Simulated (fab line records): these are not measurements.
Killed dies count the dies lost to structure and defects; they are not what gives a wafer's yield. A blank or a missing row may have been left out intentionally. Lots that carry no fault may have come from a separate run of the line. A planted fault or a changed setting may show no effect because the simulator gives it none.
Problem report in the 8D (eight disciplines) form, filled by code	flow nandHarc	the parts of the form that need people (team, actions taken, sign-off) are left out

## 1. WHAT IS WRONG
Wafers without a fault read 0.9, standard deviation 1.4; killedAtOther at NHARC_END_SORT_01 reads a mean of 59.8 on 6 wafers belonging to 2 lots. That is +42 standard deviations from the usual mean.
Seen first at day 29 17:01 on prober-01, wafer L411.3. The record has a number at this step for 9 wafers belonging to 3 lots. Rule for "out", or "out of limits": more than 4 standard deviations from the usual mean. The rest of the wafers with a number are treated as sound.

## 2. WHAT IT IS; WHAT IT IS NOT
question	is	is not
which readings at this step	killedAtOther	killedAtArray, killedAtPeriphery, killedShort
which lots	L411, L414	L413
which wafers of those lots	all that have a number	-
read on which gauges	prober-01, prober-02	-
when	from day 29 17:01	up to then (3 sound wafers)

## 3. SUSPECTS, AND WHAT RULES EACH OUT
Counting: a tool at a process step up to the reading stays a suspect if it ran every lot that is out and no sound lot after the first of them.
- the gauge at NHARC_END_SORT_01 has been ruled out. The wafers that are out were read on 2 gauges (prober-01, prober-02).
- wetBench-08 at NHARC_THIN_TSV_PRECLEAN_41 (cleans in SC1): kept. It ran every lot that is out, first L411 (day 28 22:29), and no sound lot after that.
Left after counting: wetBench-08 at NHARC_THIN_TSV_PRECLEAN_41.

## 4. THE CAUSE (what the simulator had put in)
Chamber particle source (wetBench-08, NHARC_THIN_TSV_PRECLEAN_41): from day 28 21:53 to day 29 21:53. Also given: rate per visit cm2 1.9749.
This tool alone remained once counting was done.

## 5. THE CHAIN OF EFFECTS, in route order
Rows list readings where the struck wafers' mean (over those with a number) sits beyond 3 standard deviations from the usual. Only readings whose record carries a usual standard deviation are examined. hours: median over the lots of the time between each lot's start at the first step of this table that gives one and its start at this step. sigmas: the change, counted in usual standard deviations.
hours	step	reading	usual	on struck wafers	change	sigmas
0	NHARC_END_SORT_01	killedAtOther	0.9	59.8	+58.9	+42

## 6. HOW IT WOULD HAVE BEEN CAUGHT EARLIER
19 hours passed between the start of the fault at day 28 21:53 and the first reading out of limits at a measuring or inspecting step in this record, taken at day 29 17:01.
Of the tool readings at NHARC_THIN_TSV_PRECLEAN_41 for which the record gives a usual standard deviation, none was out on any struck wafer, so an alarm limit of 4 standard deviations on them would not have fired.
By day 29 17:01 the whole set of lots that are out, 2 in number, had already begun NHARC_THIN_TSV_PRECLEAN_41 on wetBench-08. Tool hold at that time: it would have spared none of them.
